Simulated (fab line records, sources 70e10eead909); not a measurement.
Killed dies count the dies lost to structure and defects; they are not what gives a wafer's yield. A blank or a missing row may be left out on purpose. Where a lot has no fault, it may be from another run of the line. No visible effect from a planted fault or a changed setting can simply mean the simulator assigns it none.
Which tool is to blame?    flow nand harc    39 wafers from 13 lots sampled at 5 of the route's 1302 steps

## WHAT EACH GAUGE READ, for each wafer
NHARC_THIN_TSV_THK_MEAS_02: measures by ir. Usual: thk nm reads 3041 nm (standard deviation 230).
lot   measured      on             thk nm (nm)     flag
L198  day 23 23:15  film metro-02  2731 2952 3321  
L199  day 24 08:20  film metro-01  3219 3190 3110  
L200  day 24 07:07  film metro-02  3493 3508 3676  
L201  day 24 16:52  film metro-01  3098 2683 2972  
L202  day 25 17:44  film metro-02  2827 3240 3036  
L203  day 25 04:25  film metro-02  2882 2806 3108  
L204  day 26 01:43  film metro-01  2612 2735 2951  
L206  day 28 10:16  film metro-01  3140 2979 2946  
L213  day 29 19:55  film metro-01  2608 2889 2835  
L214  day 30 22:39  film metro-02  2784 2864 2964  
L217  day 33 05:38  film metro-01  3193 3150 3378  
L218  day 32 12:22  film metro-02  3050 2793 2882  
L221  day 33 06:50  film metro-02  2986 2842 3072  

NHARC_END_SORT_01. Usual: killed at array 50, standard deviation 17; killed at other 0.7, standard deviation 1; killed at periphery 3.4, standard deviation 2.4; killed dies 54, standard deviation 17; killed open 3.3, standard deviation 1.7; killed short 2.5, standard deviation 1.6.
lot   measured      on         killed at array  killed at other  killed at periphery  killed dies  killed open  killed short  flag
L200  day 24 23:26  prober-01  80 58 55         2 1 1            10 8 5               92 67 61     5 1 1        1 4 5         
L213  day 30 12:41  prober-01  138 142 141      1 0 0            3 5 10               142 147 151  3 4 2        5 3 2         OFF
L214  day 31 14:28  prober-02  146 143 144      0 0 0            5 2 0                151 145 144  3 5 4        3 2 1         OFF

## WHAT TOOL EACH LOT RAN ON (gives the tool, then ch and the chambers of the sampled wafers, and finally the start)
lot   NHARC_A_CHANNEL_FILL_D1_CVD_18    NHARC_THIN_TSV_ETCHBACK_48          NHARC_THIN_TSV_DEGAS_49
L198  lpcvd poly-03 ch 0, day 9 18:29   rie diel-09 ch 1,2,3, day 24 02:32  pvd sputter-03, day 24 03:04
L199  lpcvd poly-02 ch 0, day 10 19:02  rie diel-05 ch 0,2,3, day 24 11:41  pvd sputter-03, day 24 12:14
L200  lpcvd poly-02 ch 0, day 10 19:02  rie diel-08 ch 0,1,3, day 24 10:25  pvd sputter-01, day 24 10:56
L201  lpcvd poly-02 ch 0, day 10 19:02  rie diel-08 ch 0,1,3, day 24 20:10  pvd sputter-03, day 24 20:43
L202  lpcvd poly-02 ch 0, day 11 17:01  rie diel-05 ch 1,2,3, day 25 21:13  pvd sputter-01, day 25 21:44
L203  lpcvd poly-02 ch 0, day 11 17:01  rie diel-08 ch 2,3, day 25 07:42    pvd sputter-03, day 25 08:29
L204  lpcvd poly-03 ch 0, day 12 06:43  rie diel-05 ch 0,1, day 26 04:54    pvd sputter-01, day 26 05:28
L206  lpcvd poly-02 ch 0, day 13 09:29  rie diel-08 ch 0,2, day 28 13:37    pvd sputter-01, day 28 14:06
L213  lpcvd poly-02 ch 0, day 15 23:31  rie diel-09 ch 0,1,2, day 29 23:13  pvd sputter-01, day 29 23:41
L214  lpcvd poly-02 ch 0, day 16 19:06  rie diel-05 ch 0,3, day 31 01:50    pvd sputter-03, day 31 02:22
L217  lpcvd poly-03 ch 0, day 18 14:53  rie diel-05 ch 1,2,3, day 33 09:05  pvd sputter-01, day 33 09:42
L218  lpcvd poly-03 ch 0, day 18 14:53  rie diel-05 ch 1,2,3, day 32 15:40  pvd sputter-01, day 32 16:22
L221  lpcvd poly-03 ch 0, day 19 10:13  rie diel-08 ch 2,3, day 33 10:08    pvd sputter-02, day 33 10:40
- NHARC_A_CHANNEL_FILL_D1_CVD_18: deposits poly-Si, target thk 3 nm.
- NHARC_THIN_TSV_ETCHBACK_48: etches the open film in C4F8/Ar, target depth 1028.5 nm, time 405.17 s.
- NHARC_THIN_TSV_DEGAS_49: time 120 s.

## WHAT THE TOOLS THEMSELVES READ (means of the sampled wafers that have a number; where no wafer has one, the mark that the record gives instead)
NHARC_A_CHANNEL_FILL_D1_CVD_18. Usual: zone power top pct reads 15.1 % (standard deviation 1.2).
lot   tool           zone power top pct (%)  flag
L198  lpcvd poly-03  16.0                    
L199  lpcvd poly-02  14.4                    
L200  lpcvd poly-02  14.3                    
L201  lpcvd poly-02  14.3                    
L202  lpcvd poly-02  14.1                    
L203  lpcvd poly-02  14.2                    
L204  lpcvd poly-03  16.0                    
L206  lpcvd poly-02  14.5                    
L213  lpcvd poly-02  14.2                    
L214  lpcvd poly-02  14.4                    
L217  lpcvd poly-03  15.8                    
L218  lpcvd poly-03  15.9                    
L221  lpcvd poly-03  16.1                    

NHARC_THIN_TSV_ETCHBACK_48. Usual: bias w 300.0 W, standard deviation 0.89; oes product au 0.95 a.u., standard deviation 0.033; rf vpp V 549.5 V, standard deviation 1.8.
lot   tool         bias w (W)  oes product au (a.u.)  rf vpp V (V)  flag
L198  rie diel-09  299.7       0.92                   547.1         
L199  rie diel-05  299.8       0.93                   550.0         
L200  rie diel-08  299.7       0.95                   550.0         
L201  rie diel-08  299.7       1.00                   549.6         
L202  rie diel-05  299.5       0.99                   550.4         
L203  rie diel-08  299.5       0.98                   549.1         
L204  rie diel-05  300.5       0.99                   548.5         
L206  rie diel-08  299.6       0.93                   548.2         
L213  rie diel-09  300.4       1.00                   548.6         
L214  rie diel-05  299.7       0.93                   549.2         
L217  rie diel-05  299.9       0.96                   550.7         
L218  rie diel-05  300.8       0.92                   550.7         
L221  rie diel-08  300.0       0.93                   548.9         

NHARC_THIN_TSV_DEGAS_49. Usual: heater power w reads 486 W (standard deviation 55).
lot   tool            heater power w (W)  flag
L198  pvd sputter-03  433                 
L199  pvd sputter-03  432                 
L200  pvd sputter-01  529                 
L201  pvd sputter-03  423                 
L202  pvd sputter-01  530                 
L203  pvd sputter-03  439                 
L204  pvd sputter-01  514                 
L206  pvd sputter-01  536                 
L213  pvd sputter-01  504                 
L214  pvd sputter-03  440                 
L217  pvd sputter-01  499                 
L218  pvd sputter-01  532                 
L221  pvd sputter-02  496                 

## THE ANSWER, worked out from the rows above alone
Rule: a lot is off if the mean of its wafers that have a number lies more than 3 standard deviations from the usual mean. Also off: a lot with no number at a reading for which 4 or more lots have one. All remaining lots with rows at the step are treated as sound. The gauges are gone through in route order, then the tools' own readings, and for those a lot's mean is taken as printed above. At the first step where some lot is off, the reading lying furthest off is the one used; lots without a number count as furthest.
Off: L213, L214 (NHARC_END_SORT_01, killed at array). Neither off nor sound, because the step has no rows for them: L198, L199, L201, L202, L203, L204, L206, L217, L218, L221.
A tool fits if, at a process step before that reading, it ran every lot that is off, and no sound lot after the first of them. Those tools and the gauges at NHARC_END_SORT_01 are tried in the same way. One candidate fits, namely lpcvd poly-02 at NHARC_A_CHANNEL_FILL_D1_CVD_18. A fault onset in the window from L200 (day 10 19:02, its last sound lot) to L213 (day 15 23:31, its first lot off) fits.

## WHAT THE SIMULATOR HAD INSERTED
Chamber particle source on lpcvd poly-02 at NHARC_A_CHANNEL_FILL_D1_CVD_18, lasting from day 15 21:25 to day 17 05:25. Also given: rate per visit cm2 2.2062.
Lots struck among those shown: L213, L214. The rule above found the same.
